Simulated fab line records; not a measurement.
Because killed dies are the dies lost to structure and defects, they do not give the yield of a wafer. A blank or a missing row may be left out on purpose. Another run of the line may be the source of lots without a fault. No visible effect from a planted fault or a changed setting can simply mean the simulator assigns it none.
Matching of chambers / flow n5Finfet / N5_BEOL_M7_PECVD_70 on pecvd-03: 3 sister chambers
The step deposits SiO2 from TEOS/O2, target thk 20 nm, time 22.7 s. 18 wafers are shown with their chamber, then 9 later ones without.

== WAFERS WITH THEIR CHAMBER ==
wafer=L076.3; chamber=2; showerheadPlenumPTorr (Torr)=8.84; throttleValvePct (%)=21.3; heaterPowerW (W)=865
wafer=L076.4; chamber=0; showerheadPlenumPTorr (Torr)=8.75; throttleValvePct (%)=21.9; heaterPowerW (W)=634
wafer=L076.6; chamber=2; showerheadPlenumPTorr (Torr)=8.80; throttleValvePct (%)=21.3; heaterPowerW (W)=891
wafer=L078.1; chamber=2; showerheadPlenumPTorr (Torr)=8.84; throttleValvePct (%)=21.3; heaterPowerW (W)=789
wafer=L078.4; chamber=1; showerheadPlenumPTorr (Torr)=8.72; throttleValvePct (%)=21.2; heaterPowerW (W)=766
wafer=L078.6; chamber=2; showerheadPlenumPTorr (Torr)=8.83; throttleValvePct (%)=21.6; heaterPowerW (W)=794
wafer=L080.1; chamber=1; showerheadPlenumPTorr (Torr)=8.70; throttleValvePct (%)=21.0; heaterPowerW (W)=649
wafer=L080.5; chamber=2; showerheadPlenumPTorr (Torr)=8.83; throttleValvePct (%)=21.4; heaterPowerW (W)=896
wafer=L080.6; chamber=0; showerheadPlenumPTorr (Torr)=8.74; throttleValvePct (%)=22.0; heaterPowerW (W)=677
wafer=L083.2; chamber=2; showerheadPlenumPTorr (Torr)=8.80; throttleValvePct (%)=21.1; heaterPowerW (W)=893
wafer=L083.4; chamber=1; showerheadPlenumPTorr (Torr)=8.71; throttleValvePct (%)=20.8; heaterPowerW (W)=711
wafer=L083.5; chamber=0; showerheadPlenumPTorr (Torr)=8.75; throttleValvePct (%)=22.3; heaterPowerW (W)=634
wafer=L081.1; chamber=0; showerheadPlenumPTorr (Torr)=8.72; throttleValvePct (%)=22.2; heaterPowerW (W)=610
wafer=L081.2; chamber=1; showerheadPlenumPTorr (Torr)=8.72; throttleValvePct (%)=21.3; heaterPowerW (W)=770
wafer=L081.3; chamber=2; showerheadPlenumPTorr (Torr)=8.83; throttleValvePct (%)=21.5; heaterPowerW (W)=870
wafer=L089.1; chamber=0; showerheadPlenumPTorr (Torr)=8.75; throttleValvePct (%)=22.4; heaterPowerW (W)=608
wafer=L089.4; chamber=0; showerheadPlenumPTorr (Torr)=8.74; throttleValvePct (%)=22.3; heaterPowerW (W)=603
wafer=L089.5; chamber=1; showerheadPlenumPTorr (Torr)=8.70; throttleValvePct (%)=21.3; heaterPowerW (W)=783

SIGNATURES (means of the wafers above)
reading=showerheadPlenumPTorr; chamber 0=8.7417; chamber 1=8.7100; chamber 2=8.8243; scatter within a chamber=0.0138
reading=throttleValvePct; chamber 0=22.183; chamber 1=21.120; chamber 2=21.357; scatter within a chamber=0.189
reading=heaterPowerW; chamber 0=627.67; chamber 1=735.80; chamber 2=856.86; scatter within a chamber=44
Rule: a wafer lies at a distance from a chamber equal to the root of the sum of squares, over the readings, of (its reading less the chamber's mean, divided by the reading's scatter). If the next closest chamber is less than 2 further off than the closest, the wafer can't be placed; otherwise it belongs to the closest. The scatter is the square root of a quotient: the sum, over the shown wafers, of each reading's squared deviation from its chamber's mean, divided by wafers minus chambers.

== WAFERS WITH NO CHAMBER GIVEN ==
wafer=L091.1; showerheadPlenumPTorr (Torr)=8.73; throttleValvePct (%)=22.4; heaterPowerW (W)=671
wafer=L091.2; showerheadPlenumPTorr (Torr)=8.72; throttleValvePct (%)=21.6; heaterPowerW (W)=701
wafer=L091.4; showerheadPlenumPTorr (Torr)=8.70; throttleValvePct (%)=21.2; heaterPowerW (W)=688
wafer=L096.1; showerheadPlenumPTorr (Torr)=8.83; throttleValvePct (%)=21.4; heaterPowerW (W)=852
wafer=L096.3; showerheadPlenumPTorr (Torr)=8.83; throttleValvePct (%)=21.3; heaterPowerW (W)=852
wafer=L096.4; showerheadPlenumPTorr (Torr)=8.70; throttleValvePct (%)=21.1; heaterPowerW (W)=771
wafer=L097.2; showerheadPlenumPTorr (Torr)=8.71; throttleValvePct (%)=21.2; heaterPowerW (W)=740
wafer=L097.4; showerheadPlenumPTorr (Torr)=8.81; throttleValvePct (%)=21.4; heaterPowerW (W)=836
wafer=L097.6; showerheadPlenumPTorr (Torr)=8.72; throttleValvePct (%)=21.3; heaterPowerW (W)=738

== CHAMBER TAKEN BY EACH ==
wafer=L091.1; from the rows above=0; in truth=0
wafer=L091.2; from the rows above=can't be placed: 1 or 0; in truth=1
wafer=L091.4; from the rows above=1; in truth=1
wafer=L096.1; from the rows above=2; in truth=2
wafer=L096.3; from the rows above=2; in truth=2
wafer=L096.4; from the rows above=1; in truth=1
wafer=L097.2; from the rows above=1; in truth=1
wafer=L097.4; from the rows above=2; in truth=2
wafer=L097.6; from the rows above=1; in truth=1
Correctly placed: 8 of 9. From these rows, 1 cannot be placed; in 1 the true chamber is one of the candidates. Wrongly placed: 0.
